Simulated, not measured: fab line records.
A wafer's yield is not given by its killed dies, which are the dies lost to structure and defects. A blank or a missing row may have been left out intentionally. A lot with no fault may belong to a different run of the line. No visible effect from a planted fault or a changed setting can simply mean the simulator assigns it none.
Matching of chambers -- flow n5Finfet -- rieDiel-01 running N5_MOL_CONTACT_COAG_ETCH_66: 4 sister chambers
The step etches SiARC in CF4, target depth 13 nm, time 21.7 s. 16 wafers are shown with their chamber, then 8 later ones without.

== WAFERS PAIRED WITH THEIR CHAMBERS ==
wafer,chamber,showerheadPlenumPTorr (Torr),drypumpMotorCurrentA (A),throttleValvePct (%)
L074.1,3,2.16,5.6,15.30
L074.5,3,2.16,5.5,15.28
L074.6,0,2.20,5.8,15.97
L075.3,3,2.16,5.6,15.28
L075.4,1,2.22,5.0,15.96
L075.6,3,2.16,5.6,15.29
L077.1,1,2.22,5.0,15.96
L077.4,2,2.03,5.9,16.08
L077.5,0,2.20,5.8,16.00
L082.1,3,2.15,5.6,15.33
L082.4,1,2.21,5.0,15.97
L082.5,3,2.15,5.6,15.33
L087.1,3,2.15,5.6,15.35
L087.2,1,2.21,5.0,16.01
L087.5,1,2.21,5.1,16.01
L090.2,0,2.19,5.8,15.52

SIGNATURES, as means of the wafers listed above
reading,chamber 0,chamber 1,chamber 2,chamber 3,scatter within a chamber
showerheadPlenumPTorr,2.1967,2.2140,2.0300,2.1557,0.00546
drypumpMotorCurrentA,5.800,5.020,5.900,5.586,0.0372
throttleValvePct,15.8300,15.9820,16.0800,15.3086,0.113
Rule: for a wafer and a chamber, the distance is found by dividing, reading by reading, the gap between the wafer's reading and the chamber's mean by the reading's scatter, squaring, summing and taking the root. The wafer belongs to the nearest chamber; if the next one is less than 2 further off, it can't be placed. The scatter: the root of (the sum of the squares of (reading less its chamber's mean) over the shown wafers, divided by (wafers less chambers)).

== WAFERS MISSING THEIR CHAMBER ==
wafer,showerheadPlenumPTorr (Torr),drypumpMotorCurrentA (A),throttleValvePct (%)
L090.5,2.21,5.0,16.01
L090.6,2.19,5.8,15.53
L091.2,2.28,5.9,15.60
L091.5,2.28,5.9,15.61
L091.6,2.14,5.6,15.37
L093.3,2.19,5.7,15.55
L093.4,2.14,5.6,15.38
L093.6,2.14,5.6,15.39

== EACH ONE'S CHAMBER ==
wafer,from the rows above,in truth
L090.5,1,1
L090.6,0,0
L091.2,0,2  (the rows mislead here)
L091.5,0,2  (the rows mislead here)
L091.6,3,3
L093.3,0,0
L093.4,3,3
L093.6,3,3
Correct placement for 6 of the 8. Not placeable from these rows: 0. 2 placed wrongly.
